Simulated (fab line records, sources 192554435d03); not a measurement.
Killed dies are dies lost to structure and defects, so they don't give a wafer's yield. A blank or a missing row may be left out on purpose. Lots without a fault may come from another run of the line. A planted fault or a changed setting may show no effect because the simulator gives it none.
One fault seen from 2 desks | flow n5_finfet | each desk has only its own numbers; what lay behind them comes last

THE TOOL OWNER'S DESK: pecvd-04
The tool's own readings at N5_BEOL_M3_ILD_DEP_00 (deposits SiOC from DEMS/O2, target thk 79 nm, time 15.3 s): means of the sampled wafers that have a number, for each lot that ran on this tool. A lot is out of limits, marked OUT, if its mean lies more than 4 standard deviations from the usual mean; the brackets give that distance.
Columns: A = chamber_pressure_Torr at N5_BEOL_M3_ILD_DEP_00, usual 4.999 Torr; B = heater_power_w at N5_BEOL_M3_ILD_DEP_00, usual 448 W; C = showerhead_plenum_p_Torr at N5_BEOL_M3_ILD_DEP_00, usual 5.695 Torr; D = throttle_valve_pct at N5_BEOL_M3_ILD_DEP_00, usual 11.9 %
lot  | first seen here | A     | B   | C     | D
L958 | day 7 15:05     | 4.999 | 385 | 5.727 | 12.0
L959 | day 7 21:34     | 5.001 | 432 | 5.713 | 11.9
L961 | day 7 23:37     | 4.986 | 422 | 5.709 | 11.9
L960 | day 8 04:29     | 5.002 | 371 | 5.713 | 12.2
L968 | day 11 00:26    | 4.992 | 412 | 5.698 | 11.9
L969 | day 11 00:44    | 5.003 | 409 | 5.715 | 12.2
L971 | day 11 06:45    | 5.006 | 482 | 5.707 | 11.4
L970 | day 11 07:18    | 4.986 | 443 | 5.700 | 12.0
L972 | day 11 16:11    | 4.998 | 383 | 5.702 | 12.1
L979 | day 13 01:23    | 5.006 | 440 | 5.692 | 12.4
This desk's finding: nothing out of limits on any of the 10 lots.

THE METROLOGY DESK
What the gauges read, lot by lot, whatever tool the lot ran on: means of the sampled wafers that have a number. A lot is out of limits, marked OUT, if its mean lies more than 4 standard deviations from the usual mean; the brackets give that distance. Of its 11 readings 7 are shown: the one that was out of limits first, and those that lie furthest out on some lot.
Columns: A = M3_ILD_THK at N5_BEOL_M3_THK_MEAS_01, usual 78.8 nm; B = DIBL_N at N5_BEOL_M4_RC_MEAS_101, usual 36.5 mV/V; C = IOFF_N at N5_BEOL_M4_RC_MEAS_101, usual 0.17 nA/um; D = ION_P at N5_BEOL_M4_RC_MEAS_101, usual 462 uA/um; E = SS_N at N5_BEOL_M4_RC_MEAS_101, usual 71.7 mV/dec; F = SS_P at N5_BEOL_M4_RC_MEAS_101, usual 73.4 mV/dec; G = VT_N at N5_BEOL_M4_RC_MEAS_101, usual 249 mV
lot  | first seen here | A               | B    | C    | D   | E    | F    | G
L958 | day 7 15:08     | 78.5            | 38.0 | 0.18 | 460 | 71.4 | 74.1 | 247
L959 | day 7 21:38     | 79.2            | 39.4 | 0.22 | 463 | 72.2 | 73.8 | 246
L961 | day 7 23:41     | 78.4            | 34.3 | 0.15 | 468 | 70.7 | 73.2 | 250
L960 | day 8 04:33     | 79.2            | 34.1 | 0.15 | 468 | 71.2 | 73.0 | 251
L964 | day 8 13:19     | 78.4            | 34.8 | 0.15 | 466 | 71.4 | 72.9 | 249
L968 | day 11 00:30    | 78.8            | 35.4 | 0.12 | 454 | 71.3 | 72.4 | 255
L969 | day 11 00:47    | 79.9            | 38.6 | 0.17 | 460 | 71.9 | 73.9 | 250
L971 | day 11 06:50    | 78.4            | 37.5 | 0.20 | 462 | 72.0 | 74.4 | 248
L970 | day 11 07:23    | 104.0 (+26) OUT | 37.2 | 0.16 | 452 | 72.5 | 73.2 | 254
L972 | day 11 16:15    | 90.9 (+13) OUT  | 36.2 | 0.14 | 464 | 71.8 | 73.2 | 254
L979 | day 13 01:28    | 114.9 (+38) OUT | -    | -    | -   | -    | -    | -
This desk's finding: out of limits on L970, L972, L979; first on L970, day 11 07:23 (M3_ILD_THK at N5_BEOL_M3_THK_MEAS_01). In limits: L958, L959, L961, L960, L964, L968, L969, L971.

PUT TOGETHER
The metrology desk could have raised an alarm at day 11 07:23, on L970, L972, L979.
The tool owner's desk saw nothing out of limits.
The tool owner's desk has L970, L972, L979 on record, within its limits.
Of the lots named, all ran N5_BEOL_M3_ILD_DEP_00 on pecvd-04.

WHAT THE SIMULATOR HAD PUT IN
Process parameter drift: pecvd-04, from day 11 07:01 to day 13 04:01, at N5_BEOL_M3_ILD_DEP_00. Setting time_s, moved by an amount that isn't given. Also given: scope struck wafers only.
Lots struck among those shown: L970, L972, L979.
Hours from the fault's start to each desk's first reading out of limits: the metrology desk, 0.
